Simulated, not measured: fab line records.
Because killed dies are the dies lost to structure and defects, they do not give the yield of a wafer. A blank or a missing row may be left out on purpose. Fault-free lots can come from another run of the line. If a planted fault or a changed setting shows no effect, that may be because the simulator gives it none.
A struck lot beside a sound one | flow n5-finfet | 14 out of 1938 route steps
Sound: wafers L367.1, L367.2, L367.5. Struck: wafer L365.2. (L365.3, L365.6 of the same lot were not struck and are left out.) The cause comes at the end.
Order at every step that has rows: each side's tool, ch and its chambers, its first start. Under that, the readings that differ: sound wafers | struck wafers | difference of the means | sigmas: that difference in standard deviations of wafers without a fault.
alike: readings whose means differ by less than 2 such deviations, and words and numbers that are the same on both sides. not compared: withheld readings, readings that some wafer has no value for, bounds like >300 that may hide the same value, and numbers for which the record gives no deviation and whose values overlap.
A row with sigmas, a row that says differs or no value, or rows on one side alone: a step with any of these is where the two part. When numbers do not overlap yet have no deviation, they are printed without sigmas and do not part them. A reading missing from all wafers of one side parts the sides only when that side holds two or more wafers.

N5_BEOL_M12_OCD_MEAS_35:
  struck on ocd-01, day 14 02:37; sound on ocd-02, day 14 02:53
  alike: trench-depth-nm
then, 1 step without rows for these wafers: N5_BEOL_M12_STRIP_37 (strips in N2/H2).
N5_BEOL_M12_ETCH_38: etches SiCN in CF4/N2, target depth 68.7 nm, time 73.4 s.
  sound on rie-diel-03 ch 1,2, day 14 12:25; struck on rie-diel-03 ch 0, day 14 05:54
  reading                | sound             | struck | difference | sigmas
  throttle-valve-pct (%) | 15.48 15.07 15.49 | 14.86  | -0.49      | -2
  alike: drypump-motor-current-A, oes-product-au, rf-vpp-V, showerhead-plenum-p-Torr
  not compared: rf-hours-counter-h
then, 3 steps without rows for these wafers: N5_BEOL_M12_PRECLEAN_39 (cleans in residue remover, time 60 s); N5_BEOL_M12_SRD_40 (time 30 s, dry time 30 s); N5_BEOL_M12_DEGAS_41 (time 60 s).
N5_BEOL_M12_PRE_CLEAN_42: time 30 s.
  struck on pvd-sputter-02, day 14 06:10; sound on pvd-sputter-01, day 14 12:45
  alike: heater-power-w
N5_BEOL_M12_SPUTTER_43: material TaN, target thk 15 nm, time 24.19 s.
  struck on pvd-sputter-02, day 14 06:13; sound on pvd-sputter-01, day 14 12:47
  reading                | sound          | struck | difference | sigmas
  throttle-valve-pct (%) | 28.6 28.4 28.4 | 31.5   | +3.0       | +3
  alike: cathode-dc-power-W
then, 1 step without rows for these wafers: N5_BEOL_M12_SPUTTER_44 (material Ta, target thk 10 nm, time 16.13 s).
N5_BEOL_M12_SPUTTER_45: material Cu, target thk 80 nm, time 13.33 s.
  struck on pvd-sputter-02, day 14 06:22; sound on pvd-sputter-01, day 14 12:57
  reading                | sound          | struck | difference | sigmas
  throttle-valve-pct (%) | 28.6 28.6 28.4 | 31.3   | +2.8       | +3
  alike: cathode-dc-power-W, chuck-gas-flow-sccm
then, 1 step without rows for these wafers: N5_BEOL_M12_ECD_47 (material Cu, target thk 720 nm).
N5_BEOL_M12_ANNEAL_48: time 90 s.
  sound on rtp-anneal-01 ch 0, day 14 13:13; struck on rtp-anneal-02 ch 0, day 14 06:40
  alike: anneal-temp-c, wafer_temp_C_max
N5_BEOL_M12_CMP_49: polishes, stops on SiOC, t overpolish 20.6 s, target thk 320 nm.
  sound on cmp-01 ch 0,1,3, day 14 13:34; struck on cmp-04 ch 1, day 14 06:56
  reading                      | sound                | struck | difference | sigmas
  barrier-field-endpoint-s (s) | 30.5 31.2 30.4       | 22.8   | -7.9       | -10
  head-pressure-psi (psi)      | 0.9953 0.9997 1.0036 | 1.2861 | +0.2866    | +99 or more
  alike: motor-current-A, overpolish-run-s, platen-rpm
following that, these wafers have no rows for 1 step: N5_PASSIVATION_PROBE_49.

WHERE THEY PART
Earliest at N5_BEOL_M12_ETCH_38; latest, in this record, at N5_BEOL_M12_CMP_49.

WHY: what the simulator had put in
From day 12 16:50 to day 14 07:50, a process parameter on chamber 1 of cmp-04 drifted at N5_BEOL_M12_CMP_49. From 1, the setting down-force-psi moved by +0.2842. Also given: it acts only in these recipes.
